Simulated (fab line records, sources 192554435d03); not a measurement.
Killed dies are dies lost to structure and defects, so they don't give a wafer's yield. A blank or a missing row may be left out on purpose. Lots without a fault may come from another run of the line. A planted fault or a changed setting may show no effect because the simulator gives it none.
Chamber matching | flow n5_finfet | N5_BEOL_M0_SAQP_SPACER2_ALD_26 on ald_sin-03: 4 sister chambers
The step deposits SiO2, target thk 15 nm, pulse time 1 s, purge time 2 s. 4 wafers are shown with their chamber, then 10 later ones without.

WAFERS WITH THEIR CHAMBER
wafer  | chamber | heater_power_w (W)
L088.6 | 1       | 451
L090.6 | 0       | 475
L094.1 | 3       | 417
L094.3 | 2       | 376

WAFERS WITHOUT THEIR CHAMBER
wafer  | heater_power_w (W)
L094.4 | 472
L095.2 | 487
L095.4 | 362
L095.5 | 424
L096.1 | 426
L096.3 | 384
L096.6 | 431
L097.3 | 370
L097.4 | 427
L097.6 | 440

WHICH CHAMBER EACH WENT THROUGH
wafer  | from the rows above     | in truth
L094.4 | can't be placed: 0 or 1 | 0
L095.2 | 0                       | 0
L095.4 | 2                       | 2
L095.5 | 3                       | 3
L096.1 | can't be placed: 3 or 1 | 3
L096.3 | 2                       | 2
L096.6 | can't be placed: 3 or 1 | 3
L097.3 | 2                       | 2
L097.4 | can't be placed: 3 or 1 | 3
L097.6 | can't be placed: 1 or 3 | 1
Placed correctly: 5 of 10. Can't be placed from these rows: 5 (the true chamber is among the candidates in 5). Placed wrongly: 0.
How it was worked out, from the rows above alone: a wafer's distance from a chamber is the root of the sum, over the readings, of the square of ((its reading less the chamber's mean) divided by the reading's scatter). The wafer belongs to the nearest chamber; if the next one is less than 2 further off, it can't be placed. A chamber's mean is the mean of its shown wafers. The scatter: with one shown wafer a chamber, the root of the mean of the squares of how far each hidden wafer lies from its nearest shown one.
